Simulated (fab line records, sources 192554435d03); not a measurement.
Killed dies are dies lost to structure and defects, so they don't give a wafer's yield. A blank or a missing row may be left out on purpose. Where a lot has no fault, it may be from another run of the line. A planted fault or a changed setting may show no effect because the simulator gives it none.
Chamber matching ; flow n5-finfet ; N5_HKMG_FIN_ALD_75 on ald-hk-03: 4 sister chambers
The step deposits Al2O3, target thk 1 nm, co reactant pulse time 1 s. 7 wafers are shown with their chamber, then 7 later ones without.

## WAFERS PAIRED WITH THEIR CHAMBERS
wafer;chamber;heater-power-w (W);precursor-pulse-height-rel
L079.2;0;133;0.996
L079.3;3;139;1.012
L079.6;0;133;0.980
L080.1;2;152;1.006
L080.3;3;136;0.986
L081.4;1;169;0.956
L081.5;1;167;1.029

## WAFERS WITH NO CHAMBER GIVEN
wafer;heater-power-w (W);precursor-pulse-height-rel
L081.6;158;1.000
L083.2;135;0.976
L083.4;166;0.990
L083.6;138;0.986
L088.1;136;0.996
L088.3;134;1.050
L088.5;136;0.993

## EACH ONE'S CHAMBER
wafer;from the rows above;in truth
L081.6;2;2
L083.2;can't be placed: 0 or 3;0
L083.4;1;1
L083.6;3;3
L088.1;can't be placed: 3 or 0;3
L088.3;can't be placed: 0 or 3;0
L088.5;can't be placed: 3 or 0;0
Correct placement for 3 of the 7. Cannot be placed on the basis of these rows: 4; the candidates contain the true chamber in 4. Number placed wrongly: 0.
How it was worked out, from the rows above alone: a wafer's distance from a chamber is the root of the sum, over the readings, of the square of ((its reading less the chamber's mean) divided by the reading's scatter). The wafer belongs to the nearest chamber; if the next one is less than 2 further off, it can't be placed. The mean given for a chamber averages the wafers shown for that chamber. How the scatter is found: for the shown wafers, subtract from each reading the mean of its chamber, square and add these, divide the total by (wafers less chambers), then take the root.
